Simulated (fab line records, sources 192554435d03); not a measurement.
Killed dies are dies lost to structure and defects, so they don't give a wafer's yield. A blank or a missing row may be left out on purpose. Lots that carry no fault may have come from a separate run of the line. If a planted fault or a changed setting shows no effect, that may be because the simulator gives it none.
Matching of chambers :: flow n5Finfet :: aldSin-01 running N5_FIN_SAQP_ALD_61: 4 sister chambers
The step deposits SiO2, target thk 4 nm, pulse time 1 s, purge time 2 s. 8 wafers are shown with their chamber, then 8 later ones without.

== EACH WAFER AND ITS CHAMBER ==
wafer: L077.1
chamber: 0
heaterPowerW (W): 527
precursorPulseHeightRel: 1.007

wafer: L077.5
chamber: 1
heaterPowerW (W): 501
precursorPulseHeightRel: 1.062

wafer: L080.5
chamber: 2
heaterPowerW (W): 384
precursorPulseHeightRel: 0.947

wafer: L080.6
chamber: 1
heaterPowerW (W): 494
precursorPulseHeightRel: 1.014

wafer: L081.1
chamber: 2
heaterPowerW (W): 378
precursorPulseHeightRel: 1.004

wafer: L081.2
chamber: 0
heaterPowerW (W): 522
precursorPulseHeightRel: 1.013

wafer: L081.3
chamber: 3
heaterPowerW (W): 397
precursorPulseHeightRel: 0.993

wafer: L087.3
chamber: 3
heaterPowerW (W): 404
precursorPulseHeightRel: 1.015

== WAFERS WHOSE CHAMBER IS MISSING ==
wafer: L087.5
heaterPowerW (W): 393
precursorPulseHeightRel: 0.964

wafer: L087.6
heaterPowerW (W): 385
precursorPulseHeightRel: 0.987

wafer: L095.1
heaterPowerW (W): 482
precursorPulseHeightRel: 0.993

wafer: L095.2
heaterPowerW (W): 500
precursorPulseHeightRel: 1.008

wafer: L095.3
heaterPowerW (W): 402
precursorPulseHeightRel: 1.005

wafer: L096.1
heaterPowerW (W): 478
precursorPulseHeightRel: 0.976

wafer: L096.3
heaterPowerW (W): 506
precursorPulseHeightRel: 0.979

wafer: L096.4
heaterPowerW (W): 515
precursorPulseHeightRel: 1.025

== WHICH CHAMBER EACH WENT THROUGH ==
wafer: L087.5
from the rows above: can't be placed: 3 or 2
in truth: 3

wafer: L087.6
from the rows above: 2
in truth: 2

wafer: L095.1
from the rows above: 1
in truth: 1

wafer: L095.2
from the rows above: 1
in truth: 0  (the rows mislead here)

wafer: L095.3
from the rows above: 3
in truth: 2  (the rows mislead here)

wafer: L096.1
from the rows above: 1
in truth: 1

wafer: L096.3
from the rows above: can't be placed: 1 or 0
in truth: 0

wafer: L096.4
from the rows above: can't be placed: 0 or 1
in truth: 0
Placed correctly: 3 of 8. From these rows, 3 cannot be placed; in 3 the true chamber is one of the candidates. Placed wrongly: 2.
How it was worked out, from the rows above alone: a wafer's distance from a chamber is the root of the sum, over the readings, of the square of ((its reading less the chamber's mean) divided by the reading's scatter). If the next closest chamber is less than 2 further off than the closest, the wafer can't be placed; otherwise it belongs to the closest. A chamber's mean is the mean of its shown wafers. The scatter: take each reading less its chamber's mean, square it, sum over the shown wafers, divide by the number of wafers less the number of chambers, and take the root.
